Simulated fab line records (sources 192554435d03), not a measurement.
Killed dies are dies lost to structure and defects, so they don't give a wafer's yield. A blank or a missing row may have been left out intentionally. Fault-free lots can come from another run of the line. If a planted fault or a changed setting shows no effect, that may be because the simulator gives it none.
Struck lot and sound lot, side by side :: flow n5_finfet :: 38 out of 1938 route steps
Sound: wafers L957.1, L957.3, L957.5. Struck: wafers L971.1, L971.4, L971.5. The cause is named last.
Order at every step that has rows: each side's tool, ch and its chambers, its first start. Under that, the readings that differ: sound wafers :: struck wafers :: difference of the means :: sigmas: that difference in standard deviations of wafers without a fault.
alike: a reading whose means differ by less than 2 such deviations, as well as words and numbers matching on both sides. not compared: withheld readings; readings where some wafer has no value; bounds like >300 that might hide an equal value; numbers whose values overlap and for which the record gives no deviation.
Wherever a step has rows on one side only, a row that says differs or no value, or a row with sigmas, the two part there. Numbers that don't overlap but have no deviation are shown without sigmas and don't part them. A reading missing from all wafers of one side parts the sides only when that side holds two or more wafers.

first, 9 steps without rows for these wafers: N5_BEOL_M4_ANNEAL_95 (time 240 s); N5_BEOL_M4_SPUTTER_96 (material Cu, target thk 4.5 nm, time 8.29 s); N5_BEOL_M4_ECD_50 (material Cu, target thk 300 nm); N5_BEOL_M4_ANNEAL_51 (time 90 s); N5_BEOL_M4_CMP_52 (polishes, stops on SiOC, t overpolish 6.8 s, target thk 40 nm); N5_BEOL_M4_PRE_CLEAN_60 (time 15 s); N5_BEOL_M4_CO_CAP_55 (material Co, precursor CCTBA/H2, target thk 2 nm, time 102.1 s); N5_BEOL_M4_PRE_CLEAN_56 (time 15 s); N5_BEOL_M4_DEP_57 (deposits SiCN from 3MS/NH3, target thk 8 nm, time 14 s).
N5_BEOL_M4_RC_MEAS_101:
  sound on prober-01 ch 0, day 9 03:01; struck on prober-02 ch 0, day 12 15:16
  alike: DIBL_N, DIBL_P, IOFF_N, IOFF_P, ION_N, ION_P, SS_N, SS_P, VT_N, VT_P
then, 24 steps without rows for these wafers: N5_BEOL_M5_ILD_DEP_00 (deposits SiCOH lowk from DEMS/porogen, target thk 140.64 nm, time 25.9 s); N5_BEOL_M5_CURE_79 (cures SiCOH lowk, time 240 s); N5_BEOL_M5_PECVD_70 (deposits SiO2 from TEOS/O2, target thk 16 nm, time 18 s); N5_BEOL_M5_HM_DEP_02 (deposits TiN, target thk 20 nm); N5_BEOL_M5_COAT_59 (time 60 s, resist thk 60 nm); N5_BEOL_M5_COAT_60 (time 60 s, resist thk 12 nm); N5_BEOL_M5_COAT_71 (time 60 s, resist thk 5 nm); N5_BEOL_M5_COAT_05 (resist thk 30 nm); N5_BEOL_M5_EBR_07; N5_BEOL_M5_SOFTBAKE_06 (time 60 s); N5_BEOL_M5_EXPOSE_08 (exposes mask M5, target cd 28 nm); N5_BEOL_M5_PEB_09 (peb time 60 s); N5_BEOL_M5_DEVELOP_10 (develop time 30 s); N5_BEOL_M5_DESCUM_16 (chemistry O2, time 7 s); N5_BEOL_M5_ETCH_72 (etches underlayer in N2/H2, target depth 6.5 nm, time 5.2 s); N5_BEOL_M5_ETCH_61 (etches SiARC in CF4, target depth 15.6 nm, time 26 s); N5_BEOL_M5_ETCH_62 (etches SOC in N2/H2, target depth 75 nm, overetch 15 nm, time 112.5 s); N5_BEOL_M5_STRIP_63 (strips in N2/H2); N5_BEOL_M5_STRIP_73 (strips in N2/H2); N5_BEOL_M5_STRIP_64 (strips in CF4); N5_BEOL_M5_HM_OPEN_17 (chemistry Cl2/BCl3, target TiN, target depth 20 nm, overetch 6 nm); N5_BEOL_M5_STRIP_19 (strips in O2); N5_BEOL_M5_COAT_65 (time 60 s, resist thk 60 nm); N5_BEOL_M5_COAT_66 (time 60 s, resist thk 12 nm).
-- record jumps: 4 days separate the struck wafers' starts on either side; left off in module BEOL_M5, taken up again in module PASSIVATION, whose first shown step is the route's number 1910 --
N5_PASSIVATION_AL_DEP_21: deposits Al, target thk 2800 nm, time 170 s.
  sound on pvd_sputter-01 at day 13 08:47; struck on pvd_sputter-01 at day 16 08:53
reading: model.Al_of_PASSIVATION_AL_DEP_21.thk_nm (nm)
sound: 2798 2758 2802
struck: 4726 4749 4760
difference: +1959
sigmas: 
  alike: throttle_valve_pct
N5_PASSIVATION_ETCH_59: etches TaN in Cl2/BCl3, target depth 65 nm, time 34.9 s.
  sound on rie_metal-02 ch 0,1, day 13 09:58; struck on rie_metal-03 ch 1, day 16 10:16
reading: oes_product_au (a.u.)
sound: 0.76 0.76 0.65
struck: 0.21 0.22 0.21
difference: -0.51
sigmas: -6

reading: throttle_valve_pct (%)
sound: 21.12 21.09 21.06
struck: 22.13 22.15 22.14
difference: +1.05
sigmas: +8
  alike: drypump_motor_current_A, mfc_cl2_sccm
  not compared: rf_hours_counter_h
N5_PASSIVATION_STRIP_52: strips in post etch residue remover, time 1200 s.
  sound on wet_bench-01 ch 0,6,7, day 13 12:18; struck on wet_bench-01 ch 4,5,6, day 16 12:21
reading: model.Al_of_PASSIVATION_AL_DEP_21.thk_nm (nm)
sound: 2783 2743 2787
struck: 4710 4733 4745
difference: +1958
sigmas: 
N5_PASSIVATION_PROBE_49:
  rows exist in the record for the struck wafers here (prober-01, day 16 14:46), but not for the sound ones

## WHERE THEY PART
At N5_PASSIVATION_ETCH_59 first; at N5_PASSIVATION_PROBE_49 last (within this record only).

WHY: the cause the simulator had injected
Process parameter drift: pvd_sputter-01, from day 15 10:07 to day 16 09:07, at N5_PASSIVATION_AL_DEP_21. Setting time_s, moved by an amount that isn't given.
